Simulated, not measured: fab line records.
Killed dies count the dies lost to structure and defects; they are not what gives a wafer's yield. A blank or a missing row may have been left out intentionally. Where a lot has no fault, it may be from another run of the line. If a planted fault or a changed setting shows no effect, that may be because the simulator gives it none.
fab line records	flow nandHarc
record lots=24	wafers=72	lastDay=25
route steps=1159 shown A_STAIRCASE@664 A_SGD_CUT@760 A_SLIT@803 A_WL_FILL@811
lots that met no fault: from a run of the same line without faults
startH: hours from the record's first day to the start of the lot's first wafer shown	waitH: how many hours have passed since the lot's step before this one	" repeats the value in the row above	L1.1+2: one row covering several wafers at once	- value missing, or start not given	* or withheld: withheld	< > ~ a bound
route shown NAME@n: NAME is a module with steps in the file, n the number in the route of the first one	usual: average and standard deviation across the fault-free wafers	same: alike in all rows	chamber/n: place in a boat	sites: per-site readings	_std_site: standard deviation across them	_edge_site: mean of outer sites minus mean of inner sites	radiusMm: for every site, how far away it sits from the centre of the wafer	mask NAME#n: copy n	behind: the most recent tool/chamber to have shaped the wafer	hold: why the lot went on hold/how many hours it stayed there/how the hold came to an end	device: names the non-switching transistor (n, p or np)	end of line: the same wafers' tests at the end of the route	a step given without rows: its recipe and nothing more	killed: dies lost to structure and defects at the first sort, not the wafer's yield	map: dies across one wafer; x = killed, . = not, _ = none there
set.NAME: the setting as run; set.NAME@STEP: as run at that earlier step	model.NAME: the simulator's own value behind a step, which no gauge read
the route's steps for a sample of lots (tables are steps, rows are wafers)
services: a tool's chamber out of use, with start hour (startH, from the record's first day; less than 0 if before it), hours out, and reason
## steps
# step NHARC_A_STAIRCASE_DESCUM_291
# recipe timeS=3	o2FlowSccm=200	arFlowSccm=0	biasPowerW=0	chemistry=O2
# usual chamberPressureMTorr=60.00/0.053	drypumpMotorCurrentA=5.7/0.48	oesProductAu=1.000/0.015	rfVppV=57.6/0.89	showerheadPlenumPTorr=1.85/0.082	throttleValvePct=11.311/0.0093
lot.wafer	tool	chamber	startH	waitH	chamberPressureMTorr	drypumpMotorCurrentA	oesProductAu	rfHoursCounterH	rfVppV	showerheadPlenumPTorr	throttleValvePct
L074.4	rieDiel-13	0	251.34	-	59.91	6.1	1.002	49	57.0	1.81	11.328
L074.2	"	2	"	"	60.07	5.0	0.994	46	58.1	1.88	11.311
L074.6	"	3	"	"	60.09	6.2	0.983	-	59.0	2.06	11.301
L075.4	rieDiel-08	2	261.31	-	59.97	5.0	0.988	44	56.8	1.82	11.321
L075.6	"	0	"	"	60.01	5.4	1.014	-	58.8	1.83	11.313
L075.5	"	1	"	"	60.05	6.0	1.017	-	59.1	1.80	11.325
L076.4	rieDiel-05	2	263.09	-	60.09	6.1	0.994	36	57.5	1.87	11.319
L076.1	"	3	"	"	60.01	5.7	1.004	27	58.4	1.85	11.317
L076.6	"	0	"	"	59.91	5.4	0.983	-	58.0	1.84	11.319
L078.3	rieDiel-08	3	269.63	-	59.89	5.3	1.018	51	58.7	1.78	11.288
L078.6	"	1	"	"	60.07	6.0	1.017	-	55.4	1.80	11.309
L078.5	"	2	"	"	59.97	5.0	0.981	-	57.0	1.82	11.308
L077.3	rieDiel-13	2	271.24	-	59.99	5.0	0.990	55	58.9	1.88	11.316
L077.6	"	2	"	"	60.00	5.0	0.979	-	57.3	1.88	11.318
L077.5	"	3	"	"	59.96	6.1	0.983	-	58.3	2.06	11.303
L079.2	rieDiel-08	3	277.73	-	60.06	5.3	1.018	54	57.1	1.78	11.314
L079.1	"	0	"	"	59.99	5.4	1.015	52	57.9	1.83	11.307
L079.5	"	3	"	"	59.97	5.3	1.013	-	58.0	1.78	11.307
L082.4	rieDiel-08	2	301.48	-	60.01	5.0	0.979	64	60.7	1.81	11.291
L082.3	"	3	"	"	59.95	5.3	1.011	61	57.4	1.78	11.308
L082.5	"	1	"	"	60.06	6.0	1.025	-	57.8	1.79	11.309
L080.2	rieDiel-05	0	302.64	-	60.05	5.4	0.989	49	56.8	1.83	11.318
L080.1	"	1	"	"	59.99	6.5	1.000	50	58.4	2.01	11.314
L080.3	"	3	"	"	59.93	5.8	1.006	42	57.0	1.85	11.320
L081.4	rieDiel-13	1	305.38	-	60.07	6.0	0.987	9	55.7	1.86	11.320
L081.1	"	3	"	"	59.98	6.1	1.001	10	58.7	2.05	11.305
L081.5	"	1	"	"	60.08	6.0	0.990	-	58.2	1.86	11.320
L083.2	rieDiel-05	2	310.27	-	60.01	6.1	1.015	51	57.5	1.86	11.323
L083.3	"	3	"	"	60.05	5.8	1.008	45	58.4	1.85	11.311
L083.5	"	1	"	"	59.92	6.5	0.995	-	58.5	2.01	11.322
L084.1	rieDiel-13	1	315.20	-	60.03	6.0	0.983	13	59.4	1.86	11.302
L084.2	"	3	"	"	59.99	6.1	1.002	15	59.8	2.05	11.308
L084.6	"	0	"	"	60.09	6.2	1.017	-	58.0	1.81	11.313
L085.2	rieDiel-08	1	317.33	-	60.01	6.0	1.017	3	57.3	1.79	11.313
L085.3	"	2	"	"	59.97	5.0	0.984	2	57.9	1.81	11.304
L085.1	"	3	"	"	60.00	5.3	1.021	2	58.8	1.78	11.317
L087.1	rieDiel-08	3	331.94	-	59.96	5.3	1.011	9	58.7	1.77	11.325
L087.6	"	1	"	"	59.96	6.0	1.008	-	55.8	1.79	11.314
L087.4	"	3	"	"	60.04	5.3	1.022	-	58.3	1.77	11.313
L086.1	rieDiel-13	1	332.09	-	60.00	6.0	0.981	19	58.4	1.86	11.296
L086.2	"	2	"	"	59.91	5.0	0.982	20	57.2	1.87	11.316
L086.6	"	0	"	"	59.99	6.2	1.026	-	56.1	1.81	11.314
L088.1	rieDiel-13	2	335.48	-	60.00	5.0	0.982	21	57.6	1.87	11.300
L088.3	"	3	"	"	60.01	6.1	0.996	19	57.6	2.05	11.316
L088.5	"	0	"	"	59.98	6.2	1.015	-	57.2	1.81	11.303
L090.2	rieDiel-05	0	338.74	-	59.96	5.4	0.981	63	57.2	1.83	11.314
L090.3	"	1	"	"	59.95	6.5	0.992	63	58.7	2.01	11.312
L090.6	"	0	"	"	59.98	5.4	1.000	-	57.5	1.83	11.302
L089.4	rieDiel-08	2	351.95	-	59.94	5.0	0.985	14	58.5	1.81	11.310
L089.1	"	0	"	"	60.02	5.4	0.990	11	57.4	1.82	11.299
L089.5	"	2	"	"	60.00	5.0	0.978	-	57.8	1.81	11.322
L091.3	rieDiel-08	0	354.38	-	60.06	5.4	0.991	12	57.0	1.82	11.307
L091.2	"	3	"	"	60.09	5.3	1.018	16	57.9	1.77	11.308
L091.5	"	0	"	"	60.05	5.4	0.985	-	58.6	1.82	11.311
L092.3	rieDiel-13	2	359.68	-	60.01	5.0	0.989	32	57.4	1.87	11.316
L092.6	"	2	"	"	59.97	5.0	0.973	-	58.2	1.87	11.305
L092.5	"	1	"	"	59.98	6.0	0.979	-	57.6	1.86	11.322
L094.3	rieDiel-08	1	366.52	-	59.96	6.0	1.002	20	57.9	1.79	11.294
L094.2	"	3	"	"	59.92	5.3	1.017	21	56.8	1.77	11.315
L094.5	"	0	"	"	60.00	5.4	0.981	-	58.3	1.82	11.324
L093.2	rieDiel-08	1	370.07	-	60.08	6.0	1.012	22	56.9	1.79	11.311
L093.4	"	0	"	"	59.99	5.4	1.001	18	56.7	1.82	11.303
L093.5	"	2	"	"	59.98	5.0	0.979	-	57.9	1.81	11.303
L095.1	rieDiel-05	2	386.91	-	59.99	6.1	1.025	15	58.0	1.85	11.306
L095.3	"	3	"	"	59.92	5.7	0.989	10	56.2	1.84	11.304
L095.5	"	1	"	"	60.05	6.5	1.020	-	59.4	2.00	11.326
L097.1	rieDiel-05	2	390.12	-	59.94	6.1	1.016	16	58.1	1.85	11.314
L097.6	"	0	"	"	59.96	5.4	0.987	-	57.3	1.82	11.299
L097.5	"	1	"	"	59.99	6.5	1.017	-	56.8	2.00	11.303
L096.3	rieDiel-08	0	391.98	-	59.93	5.4	0.997	26	57.9	1.82	11.304
L096.6	"	3	"	"	60.02	5.3	1.026	-	58.7	1.77	11.313
L096.5	"	0	"	"	60.06	5.4	0.995	-	57.0	1.82	11.329
# step NHARC_A_STAIRCASE_DEP_301
# recipe targetThkA=300	targetThkNm=30	tempC=400	pressureTorr=3.5	flowSccm=200	rfW=350	material=SiON
# usual heaterPowerW=753/100
lot.wafer	tool	chamber	startH	waitH	heaterPowerW
L074.2	pecvd-01	2	257.85	1.3	705
L074.6	"	0	"	"	767
L074.4	"	2	"	"	704
L075.4	pecvd-03	2	266.27	0.7	812
L075.5	"	0	"	"	729
L075.6	"	1	"	"	529
L076.1	pecvd-03	2	267.28	1.6	953
L076.6	"	2	"	"	961
L076.4	"	0	"	"	775
L078.3	pecvd-04	1	273.81	1.0	850
L078.6	"	0	"	"	825
L078.5	"	2	"	"	668
L077.3	pecvd-04	1	276.27	1.0	895
L077.5	"	0	"	"	751
L077.6	"	1	"	"	881
L079.1	pecvd-03	1	282.08	1.6	630
L079.2	"	2	"	"	868
L079.5	"	2	"	"	867
L082.3	pecvd-03	2	312.40	1.0	952
L082.4	"	1	"	"	662
L082.5	"	2	"	"	960
L080.3	pecvd-01	0	312.90	0.9	719
L080.1	"	1	"	"	612
L080.2	"	2	"	"	656
L081.1	pecvd-04	1	314.70	1.7	889
L081.5	"	0	"	"	866
L081.4	"	1	"	"	871
L083.3	pecvd-03	1	317.33	1.0	648
L083.2	"	2	"	"	925
L083.5	"	0	"	"	773
L084.1	pecvd-03	0	319.49	1.6	768
L084.2	"	2	"	"	811
L084.6	"	1	"	"	667
L085.2	pecvd-04	1	321.70	1.3	934
L085.1	"	2	"	"	653
L085.3	"	0	"	"	755
L086.2	pecvd-03	1	336.22	1.3	684
L086.1	"	2	"	"	892
L086.6	"	2	"	"	890
L087.1	pecvd-01	0	336.43	1.6	827
L087.6	"	0	"	"	850
L087.4	"	1	"	"	638
L088.3	pecvd-01	1	339.61	1.0	687
L088.1	"	2	"	"	590
L088.5	"	0	"	"	778
L090.2	pecvd-03	0	342.84	1.2	748
L090.3	"	1	"	"	629
L090.6	"	1	"	"	652
L089.1	pecvd-04	0	357.06	1.6	847
L089.5	"	1	"	"	830
L089.4	"	2	"	"	655
L091.3	pecvd-01	1	360.07	0.9	722
L091.2	"	2	"	"	685
L091.5	"	2	"	"	703
L092.3	pecvd-03	2	366.14	1.0	918
L092.6	"	2	"	"	924
L092.5	"	1	"	"	605
L094.2	pecvd-03	0	370.94	1.3	695
L094.3	"	1	"	"	669
L094.5	"	2	"	"	852
L093.2	pecvd-03	1	376.64	1.3	665
L093.4	"	0	"	"	759
L093.5	"	1	"	"	657
L095.3	pecvd-03	2	393.71	1.0	879
L095.1	"	1	"	"	679
L095.5	"	2	"	"	892
L097.1	pecvd-03	2	395.28	1.6	913
L097.6	"	2	"	"	934
L097.5	"	0	"	"	712
L096.3	pecvd-03	2	396.19	1.0	814
L096.5	"	2	"	"	802
L096.6	"	0	"	"	790
# step NHARC_A_STAIRCASE_DEP_417
# recipe targetThkA=600	stepCoveragePct=20	tempC=400	targetThkNm=60	flowSccm=200	rfW=450	material=Si3N4
# usual heaterPowerW=711/97
lot.wafer	tool	chamber	startH	waitH	heaterPowerW
L074.2	pecvd-01	1	263.21	-	596
L074.4	"	0	"	"	753
L074.6	"	1	"	"	617
L075.5	pecvd-03	2	271.56	-	824
L075.6	"	0	"	"	783
L075.4	"	1	"	"	594
L076.1	pecvd-04	1	272.52	-	803
L076.6	"	0	"	"	787
L076.4	"	1	"	"	815
L078.3	pecvd-03	1	279.15	-	510
L078.6	"	0	"	"	755
L078.5	"	2	"	"	874
L077.3	pecvd-01	1	283.07	-	618
L077.5	"	1	"	"	631
L077.6	"	0	"	"	715
L079.2	pecvd-04	0	287.87	-	823
L079.1	"	1	"	"	827
L079.5	"	1	"	"	851
L082.3	pecvd-04	1	317.61	-	885
L082.5	"	2	"	"	581
L082.4	"	0	"	"	794
L080.2	pecvd-03	2	318.02	-	740
L080.1	"	0	"	"	694
L080.3	"	1	"	"	535
L081.1	pecvd-03	2	321.28	-	775
L081.4	"	1	"	"	576
L081.5	"	2	"	"	802
L083.3	pecvd-03	2	324.36	-	928
L083.2	"	0	"	"	735
L083.5	"	2	"	"	904
L084.1	pecvd-01	0	327.16	-	774
L084.2	"	1	"	"	653
L084.6	"	0	"	"	769
L085.3	pecvd-04	2	328.62	-	659
L085.2	"	0	"	"	850
L085.1	"	1	"	"	901
L086.1	pecvd-03	0	341.55	-	653
L086.2	"	2	"	"	855
L086.6	"	0	"	"	655
L087.1	pecvd-01	1	341.89	-	670
L087.6	"	0	"	"	783
L087.4	"	1	"	"	694
L088.1	pecvd-04	1	345.16	-	798
L088.3	"	0	"	"	816
L088.5	"	1	"	"	818
L090.2	pecvd-01	1	348.03	-	676
L090.3	"	2	"	"	630
L090.6	"	1	"	"	673
L089.1	pecvd-01	2	362.50	-	672
L089.5	"	0	"	"	783
L089.4	"	1	"	"	660
L091.2	pecvd-01	1	367.36	-	666
L091.3	"	0	"	"	731
L091.5	"	0	"	"	702
L092.3	pecvd-01	2	371.57	-	623
L092.5	"	1	"	"	678
L092.6	"	0	"	"	777
L094.2	pecvd-01	2	376.43	-	633
L094.3	"	0	"	"	805
L094.5	"	1	"	"	670
L093.2	pecvd-01	1	381.78	-	630
L093.5	"	1	"	"	611
L093.4	"	2	"	"	679
L095.1	pecvd-01	2	398.87	-	583
L095.3	"	0	"	"	722
L095.5	"	1	"	"	644
L096.3	pecvd-04	0	403.45	-	721
L096.6	"	0	"	"	739
L096.5	"	1	"	"	882
L097.1	pecvd-01	1	403.78	-	690
L097.5	"	0	"	"	814
L097.6	"	2	"	"	638
# step NHARC_A_SGD_CUT_INSPECT_11
# usual rawDefectCount=18/11
lot.wafer	tool	chamber	startH	waitH	rawDefectCount
L074.2	defectInspect-01	-	309.86	0.0	6
L074.4	"	-	"	"	5
L074.6	"	-	"	"	10
L075.4	defectInspect-02	-	317.77	0.0	10
L075.5	"	-	"	"	8
L075.6	"	-	"	"	8
L076.1	defectInspect-01	-	317.92	0.0	27
L076.4	"	-	"	"	13
L076.6	"	-	"	"	19
L078.3	defectInspect-01	-	318.26	0.1	4
L078.5	"	-	"	"	9
L078.6	"	-	"	"	7
L077.3	defectInspect-01	-	328.36	0.0	26
L077.5	"	-	"	"	15
L077.6	"	-	"	"	23
L079.1	defectInspect-02	-	329.00	0.0	19
L079.2	"	-	"	"	20
L079.5	"	-	"	"	20
L080.1	defectInspect-02	-	360.75	0.0	32
L080.2	"	-	"	"	23
L080.3	"	-	"	"	31
L082.3	defectInspect-02	-	361.00	0.0	10
L082.4	"	-	"	"	16
L082.5	"	-	"	"	7
L081.1	defectInspect-02	-	361.51	0.0	29
L081.4	"	-	"	"	24
L081.5	"	-	"	"	26
L084.1	defectInspect-02	-	371.24	0.1	9
L084.2	"	-	"	"	9
L084.6	"	-	"	"	4
L085.1	defectInspect-01	-	372.22	0.0	34
L085.2	"	-	"	"	31
L085.3	"	-	"	"	28
L083.2	defectInspect-01	-	372.98	0.0	23
L083.3	"	-	"	"	32
L083.5	"	-	"	"	27
L087.1	defectInspect-02	-	381.42	0.0	27
L087.4	"	-	"	"	26
L087.6	"	-	"	"	30
L086.1	defectInspect-01	-	381.70	0.0	10
L086.2	"	-	"	"	7
L086.6	"	-	"	"	8
L090.2	defectInspect-02	-	386.79	0.0	41
L090.3	"	-	"	"	38
L090.6	"	-	"	"	48
L088.1	defectInspect-01	-	387.09	0.0	8
L088.3	"	-	"	"	7
L088.5	"	-	"	"	5
L089.1	defectInspect-02	-	408.26	0.0	22
L089.4	"	-	"	"	33
L089.5	"	-	"	"	36
L094.2	defectInspect-01	-	414.09	0.0	10
L094.3	"	-	"	"	17
L094.5	"	-	"	"	13
L092.3	defectInspect-01	-	414.53	0.0	8
L092.5	"	-	"	"	10
L092.6	"	-	"	"	7
L091.2	defectInspect-02	-	414.69	0.0	10
L091.3	"	-	"	"	17
L091.5	"	-	"	"	5
L093.2	defectInspect-02	-	436.04	0.1	35
L093.4	"	-	"	"	38
L093.5	"	-	"	"	40
L096.3	defectInspect-01	-	453.97	0.0	13
L096.5	"	-	"	"	15
L096.6	"	-	"	"	16
L095.1	defectInspect-02	-	454.15	0.0	7
L095.3	"	-	"	"	14
L095.5	"	-	"	"	17
L097.1	defectInspect-02	-	454.34	0.0	7
L097.5	"	-	"	"	11
L097.6	"	-	"	"	14
# step NHARC_A_SLIT_CD_MEAS_21
# usual cdNm=289.8/0.92
lot.wafer	tool	chamber	startH	waitH	cdNm
L074.2	cdSem-02	-	326.10	-	289.6
L074.4	"	-	"	"	289.7
L074.6	"	-	"	"	290.2
L075.4	cdSem-01	-	333.36	-	289.5
L075.5	"	-	"	"	290.2
L075.6	"	-	"	"	290.1
L076.1	cdSem-02	-	333.52	-	290.3
L076.4	"	-	"	"	289.9
L076.6	"	-	"	"	289.3
L078.3	cdSem-01	-	335.06	-	290.3
L078.5	"	-	"	"	289.2
L078.6	"	-	"	"	290.4
L079.1	cdSem-02	-	345.27	-	289.6
L079.2	"	-	"	"	288.1
L079.5	"	-	"	"	288.2
L077.3	cdSem-03	-	346.13	-	291.1
L077.5	"	-	"	"	290.3
L077.6	"	-	"	"	289.5
L080.1	cdSem-03	-	376.45	-	290.2
L080.2	"	-	"	"	290.6
L080.3	"	-	"	"	291.6
L082.3	cdSem-02	-	376.53	-	288.5
L082.4	"	-	"	"	287.9
L082.5	"	-	"	"	289.1
L081.1	cdSem-03	-	378.12	-	289.9
L081.4	"	-	"	"	288.6
L081.5	"	-	"	"	288.5
L085.1	cdSem-01	-	388.17	-	289.4
L085.2	"	-	"	"	289.6
L085.3	"	-	"	"	290.3
L084.1	cdSem-03	-	389.85	-	290.4
L084.2	"	-	"	"	288.2
L084.6	"	-	"	"	290.9
L083.2	cdSem-02	-	391.52	-	291.7
L083.3	"	-	"	"	288.9
L083.5	"	-	"	"	290.1
L086.1	cdSem-02	-	396.00	-	289.6
L086.2	"	-	"	"	290.4
L086.6	"	-	"	"	290.4
L087.1	cdSem-01	-	397.68	-	290.1
L087.4	"	-	"	"	289.4
L087.6	"	-	"	"	288.5
L090.2	cdSem-03	-	401.36	-	289.8
L090.3	"	-	"	"	289.7
L090.6	"	-	"	"	290.3
L088.1	cdSem-01	-	401.62	-	291.1
L088.3	"	-	"	"	288.5
L088.5	"	-	"	"	289.7
L089.1	cdSem-02	-	423.07	-	288.8
L089.4	"	-	"	"	291.0
L089.5	"	-	"	"	290.4
L094.2	cdSem-02	-	428.07	-	289.5
L094.3	"	-	"	"	291.0
L094.5	"	-	"	"	288.7
L091.2	cdSem-03	-	429.35	-	289.4
L091.3	"	-	"	"	290.9
L091.5	"	-	"	"	288.4
L092.3	cdSem-02	-	429.75	-	292.0
L092.5	"	-	"	"	289.5
L092.6	"	-	"	"	289.3
L093.2	cdSem-01	-	450.03	-	290.9
L093.4	"	-	"	"	290.3
L093.5	"	-	"	"	291.8
L095.1	cdSem-03	-	468.55	-	289.7
L095.3	"	-	"	"	290.8
L095.5	"	-	"	"	290.2
L096.3	cdSem-02	-	468.73	-	289.3
L096.5	"	-	"	"	290.7
L096.6	"	-	"	"	289.1
L097.1	cdSem-02	-	470.24	-	289.5
L097.5	"	-	"	"	290.7
L097.6	"	-	"	"	289.3
# step NHARC_A_WL_FILL_ALD_02
# recipe targetThkA=20	pulseTimeS=3	aldCycles=100	tempC=450	material=TiN
# usual heaterPowerW=1051/72	precursorPulseHeightRel=0.996/0.02
lot.wafer	tool	chamber	startH	waitH	heaterPowerW	precursorPulseHeightRel
L074.4	aldMetal-02	0	334.72	0.2	976	0.979
L074.2	"	1	"	"	1030	0.997
L074.6	"	3	"	"	1095	1.012
L075.4	aldMetal-04	1	344.25	0.1	1029	1.003
L075.6	"	1	"	"	1038	0.991
L075.5	"	2	"	"	1117	0.998
L076.4	aldMetal-02	0	344.40	0.1	982	1.028
L076.1	"	1	"	"	1017	1.005
L076.6	"	1	"	"	1043	1.021
L078.3	aldMetal-01	1	344.53	0.2	1087	0.988
L078.6	"	2	"	"	961	1.037
L078.5	"	3	"	"	1038	0.997
L079.2	aldMetal-01	1	353.74	0.2	1082	0.982
L079.1	"	2	"	"	967	1.026
L079.5	"	3	"	"	1000	1.013
L077.3	aldMetal-04	2	353.89	0.2	1142	1.014
L077.6	"	0	"	"	1038	0.972
L077.5	"	1	"	"	1057	0.999
L080.1	aldMetal-01	1	384.65	0.2	1051	1.025
L080.3	"	3	"	"	999	0.970
L080.2	"	0	"	"	1196	1.039
L082.4	aldMetal-04	1	384.68	0.1	1008	0.963
L082.3	"	3	"	"	1039	0.994
L082.5	"	1	"	"	1046	0.988
L081.1	aldMetal-02	1	384.81	0.2	1021	0.974
L081.4	"	3	"	"	1043	0.972
L081.5	"	2	"	"	937	1.014
L085.1	aldMetal-01	3	396.48	0.2	1005	0.982
L085.2	"	0	"	"	1223	0.973
L085.3	"	1	"	"	1080	1.013
L084.1	aldMetal-02	1	396.54	0.3	1033	0.977
L084.2	"	2	"	"	971	1.009
L084.6	"	0	"	"	977	0.968
L083.3	aldMetal-01	0	401.68	0.2	1240	0.990
L083.2	"	2	"	"	978	0.975
L083.5	"	3	"	"	1033	0.978
L086.2	aldMetal-02	3	404.30	0.2	1076	1.001
L086.1	"	0	"	"	952	0.988
L086.6	"	3	"	"	1077	1.007
L087.1	aldMetal-04	3	404.55	0.3	1025	1.008
L087.4	"	0	"	"	1069	1.040
L087.6	"	1	"	"	1045	0.974
L088.3	aldMetal-02	3	412.58	0.1	1089	0.973
L088.1	"	0	"	"	961	0.982
L088.5	"	0	"	"	951	0.988
L090.2	aldMetal-01	2	412.64	0.2	956	0.992
L090.3	"	1	"	"	1085	1.024
L090.6	"	3	"	"	1012	0.988
L089.1	aldMetal-04	3	431.62	0.2	1025	0.977
L089.4	"	0	"	"	1087	0.995
L089.5	"	0	"	"	1081	0.980
L094.3	aldMetal-04	0	436.31	0.1	1091	0.992
L094.2	"	2	"	"	1109	0.998
L094.5	"	0	"	"	1058	0.993
L091.3	aldMetal-02	0	436.48	0.1	966	1.040
L091.2	"	1	"	"	1052	1.020
L091.5	"	1	"	"	1023	1.044
L092.3	aldMetal-01	0	436.65	0.1	1205	1.013
L092.6	"	0	"	"	1228	0.970
L092.5	"	1	"	"	1041	0.998
L093.4	aldMetal-04	3	458.30	0.1	1050	1.002
L093.2	"	0	"	"	1093	0.979
L093.5	"	3	"	"	1076	0.968
L097.1	aldMetal-01	2	476.83	0.2	958	0.952
L097.6	"	1	"	"	1063	0.999
L097.5	"	2	"	"	937	1.021
L096.3	aldMetal-02	1	476.90	0.2	1020	1.009
L096.6	"	2	"	"	1009	0.970
L096.5	"	3	"	"	1094	0.991
L095.3	aldMetal-04	3	476.96	0.1	1040	1.001
L095.1	"	1	"	"	1157	0.984
L095.5	"	0	"	"	1106	0.986
## services
tool	chamber	startH	hours	kind
aldMetal-04	-	228.02	10.0	pm
pecvd-04	-	230.87	0.7	repair
rieDiel-08	0	230.90	4.1	repair
pecvd-01	-	237.32	13.0	pm
rieDiel-08	2	253.28	3.2	repair
aldMetal-01	2	262.34	25.5	repair
aldMetal-01	-	280.00	10.0	pm
rieDiel-08	3	287.17	3.8	repair
pecvd-03	-	292.05	13.0	pm
aldMetal-01	1	296.23	3.7	repair
aldMetal-02	3	300.86	2.4	repair
aldMetal-02	0	303.94	29.2	repair
rieDiel-08	0	328.04	12.9	repair
aldMetal-04	2	354.06	17.4	repair
pecvd-04	1	362.13	5.7	repair
aldMetal-02	-	364.00	10.0	pm
pecvd-04	-	376.36	13.0	pm
aldMetal-04	-	406.02	10.0	pm
pecvd-01	-	418.32	13.0	pm
aldMetal-01	-	448.28	1.5	repair
aldMetal-01	-	450.35	1.2	repair
pecvd-01	1	471.42	11.0	repair
pecvd-04	-	472.32	2.2	repair
pecvd-03	-	473.46	13.0	pm
## key
fault none
